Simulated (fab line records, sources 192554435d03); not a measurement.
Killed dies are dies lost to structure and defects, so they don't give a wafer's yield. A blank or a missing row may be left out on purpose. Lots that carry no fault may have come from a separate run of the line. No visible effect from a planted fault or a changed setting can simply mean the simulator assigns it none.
Chamber matching ; flow n5Finfet ; rieDiel-03 running N5_BEOL_M4_VIA_ETCH_34: 4 sister chambers
The step etches the open film in C4F6/O2, target depth 69.4 nm, time 65.9 s. 8 wafers are shown with their chamber, then 12 later ones without.

WAFERS PAIRED WITH THEIR CHAMBERS
wafer;chamber;drypumpMotorCurrentA (A);showerheadPlenumPTorr (Torr)
L081.1;2;5.8;2.89
L081.5;1;5.8;2.76
L086.2;0;6.3;2.82
L086.4;3;5.5;2.87
L086.5;3;5.5;2.87
L087.1;0;6.3;2.82
L087.5;1;5.9;2.75
L087.6;2;5.8;2.88

WAFERS WHOSE CHAMBER IS MISSING
wafer;drypumpMotorCurrentA (A);showerheadPlenumPTorr (Torr)
L091.2;6.3;2.81
L091.5;5.5;2.87
L091.6;6.3;2.82
L090.2;6.3;2.81
L090.3;5.5;2.87
L090.5;6.3;2.81
L094.2;5.8;2.88
L094.3;6.2;2.81
L094.5;5.5;2.87
L096.1;5.8;2.87
L096.4;5.9;2.74
L096.6;5.5;2.86

EACH ONE'S CHAMBER
wafer;from the rows above;in truth
L091.2;0;0
L091.5;3;3
L091.6;0;0
L090.2;0;0
L090.3;3;3
L090.5;0;0
L094.2;2;2
L094.3;0;0
L094.5;3;3
L096.1;2;2
L096.4;1;1
L096.6;3;3
Placed correctly: 12 of 12. Can't be placed from these rows: 0. Number placed wrongly: 0.
How it was worked out, from the rows above alone: a wafer's distance from a chamber is the root of the sum, over the readings, of the square of ((its reading less the chamber's mean) divided by the reading's scatter). If the next closest chamber is less than 2 further off than the closest, the wafer can't be placed; otherwise it belongs to the closest. Each chamber's mean is taken over the wafers shown for it. The scatter: the root of (the sum of the squares of (reading less its chamber's mean) over the shown wafers, divided by (wafers less chambers)).
